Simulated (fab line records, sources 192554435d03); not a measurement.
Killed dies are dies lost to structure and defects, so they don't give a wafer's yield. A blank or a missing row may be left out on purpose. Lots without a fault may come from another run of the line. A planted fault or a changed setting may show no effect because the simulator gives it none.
One fault seen from 3 desks | flow n5_finfet | each desk has only its own numbers; what lay behind them comes last

THE TOOL OWNER'S DESK: litho_track-05
The tool's own readings at N5_FIN_SAQP_COAT_10 (resist thk 90 nm): means of the sampled wafers that have a number, for each lot that ran on this tool. A lot is out of limits, marked OUT, if its mean lies more than 4 standard deviations from the usual mean; the brackets give that distance.
Columns: A = spin_speed_rpm at N5_FIN_SAQP_COAT_10, usual 1499.9 rpm
lot  | first seen here | A
L585 | day 2 10:55     | 1500.9
L589 | day 3 10:07     | 1590.0 (+99 or more) OUT
L590 | day 3 16:22     | 1591.2 (+99 or more) OUT
L603 | day 6 21:30     | 1500.4
L605 | day 7 09:35     | 1500.4
This desk's finding: out of limits on L589, L590; first on L589, day 3 10:07 (spin_speed_rpm at N5_FIN_SAQP_COAT_10). In limits: L585, L603, L605.

THE METROLOGY DESK
What the gauges read, lot by lot, whatever tool the lot ran on: means of the sampled wafers that have a number. A lot is out of limits, marked OUT, if its mean lies more than 4 standard deviations from the usual mean; the brackets give that distance. Of its 14 readings 7 are shown: those that lie furthest out on some lot.
Columns: A = thk_nm at N5_FIN_SAQP_THK_MEAS_05, usual 38.0 nm; B = cd_nm at N5_FIN_SAQP_CD_MEAS_16, usual 35.6 nm; C = FIN_CORE_OVL at N5_FIN_SAQP_OVL_MEAS_17, usual -0.1 nm; D = IOFF_N at N5_BEOL_M4_RC_MEAS_101, usual 0.160 nA/um; E = ION_N at N5_BEOL_M4_RC_MEAS_101, usual 676 uA/um; F = SS_N at N5_BEOL_M4_RC_MEAS_101, usual 71.4 mV/dec; G = VT_N at N5_BEOL_M4_RC_MEAS_101, usual 249.3 mV
lot  | first seen here | A    | B    | C    | D     | E   | F    | G
L585 | day 2 10:35     | 37.9 | 35.2 | -0.8 | 0.189 | 686 | 72.0 | 248.1
L589 | day 3 09:47     | 38.0 | 35.4 | 0.7  | 0.137 | 665 | 71.5 | 252.8
L590 | day 3 16:02     | 37.7 | 35.0 | -1.1 | 0.147 | 675 | 71.1 | 248.7
L601 | day 6 11:14     | 37.3 | 35.7 | -0.8 | 0.169 | 684 | 71.0 | 245.8
L603 | day 6 21:10     | 38.3 | 35.9 | -0.2 | 0.135 | 671 | 71.0 | 250.0
L605 | day 7 09:16     | 38.1 | 35.8 | -0.7 | 0.152 | 672 | 71.5 | 251.4
This desk's finding: nothing out of limits on any of the 6 lots.

THE DEFECT DESK
What the inspections along the route counted, lot by lot: means of the sampled wafers that have a number. A lot is out of limits, marked OUT, if its mean lies more than 4 standard deviations from the usual mean; the brackets give that distance.
Columns: A = raw_defect_count at N5_FIN_SAQP_INSPECT_18, usual 431
lot  | first seen here | A
L585 | day 2 11:13     | 258
L589 | day 3 10:25     | 349
L590 | day 3 16:40     | 407
L601 | day 6 11:52     | 483
L603 | day 6 21:56     | 522
L605 | day 7 10:01     | 327
This desk's finding: nothing out of limits on any of the 6 lots.

PUT TOGETHER
The tool owner's desk could have raised an alarm at day 3 10:07, on L589, L590.
The metrology desk saw nothing out of limits.
The defect desk saw nothing out of limits.
The metrology desk has L589, L590 on record, within its limits.
The defect desk has L589, L590 on record, within its limits.
Of the lots named, all ran N5_FIN_SAQP_COAT_10 on litho_track-05.

WHAT THE SIMULATOR HAD PUT IN
Process parameter drift: litho_track-05, from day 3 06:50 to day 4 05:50, at N5_FIN_SAQP_COAT_10. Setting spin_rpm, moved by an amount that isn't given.
Lots struck among those shown: L589, L590.
Hours from the fault's start to each desk's first reading out of limits: the tool owner's desk, 3.
